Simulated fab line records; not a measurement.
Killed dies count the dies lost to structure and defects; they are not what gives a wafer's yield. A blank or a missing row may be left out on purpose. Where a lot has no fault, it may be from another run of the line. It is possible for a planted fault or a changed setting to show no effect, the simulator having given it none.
Matching of chambers ; flow n5_finfet ; 4 sister chambers for N5_BEOL_M9_STRIP_19 on rie_diel-05
The step strips in O2. 14 wafers are shown with their chamber, then 7 later ones without.

== EACH WAFER AND ITS CHAMBER ==
wafer;chamber;oes_product_au (a.u.);throttle_valve_pct (%);showerhead_plenum_p_Torr (Torr)
L433.1;0;0.71;16.71;2.02
L433.4;0;0.71;16.71;2.02
L433.6;2;0.84;16.59;2.03
L440.1;0;0.70;16.75;2.01
L440.2;2;0.84;16.63;2.02
L440.4;1;1.00;16.17;2.15
L441.2;0;0.70;16.74;2.01
L441.3;1;0.99;16.17;2.14
L441.4;2;0.84;16.64;2.02
L442.1;1;1.00;16.18;2.14
L442.5;3;0.70;17.14;2.18
L442.6;0;0.69;16.74;2.01
L444.1;1;0.99;16.19;2.14
L444.3;3;0.71;17.13;2.18

SIGNATURES, as means of the wafers listed above
reading;chamber 0;chamber 1;chamber 2;chamber 3;scatter within a chamber
oes_product_au;0.7020;0.9950;0.8400;0.7050;0.00656
throttle_valve_pct;16.7300;16.1775;16.6200;17.1350;0.0177
showerhead_plenum_p_Torr;2.0140;2.1425;2.0233;2.1800;0.00512
Rule: for each reading, subtract the chamber's mean from the wafer's reading, divide by that reading's scatter and square the result; add these up over the readings and take the root, which gives the wafer's distance from the chamber. The wafer belongs to the nearest chamber; if the next one is less than 2 further off, it can't be placed. The scatter is the square root of a quotient: the sum, over the shown wafers, of each reading's squared deviation from its chamber's mean, divided by wafers minus chambers.

== WAFERS MISSING THEIR CHAMBER ==
wafer;oes_product_au (a.u.);throttle_valve_pct (%);showerhead_plenum_p_Torr (Torr)
L444.5;0.84;16.65;2.02
L450.2;0.68;16.77;2.01
L450.3;0.81;16.65;2.01
L450.5;0.69;17.15;2.17
L453.2;0.69;16.81;2.00
L453.3;0.93;16.24;2.14
L453.6;0.69;17.18;2.17

== WHICH CHAMBER EACH WENT THROUGH ==
wafer;from the rows above;in truth
L444.5;2;2
L450.2;0;0
L450.3;2;2
L450.5;3;3
L453.2;0;0
L453.3;1;1
L453.6;3;3
Placed correctly: 7 of 7. Not placeable from these rows: 0. Placed wrongly: 0.
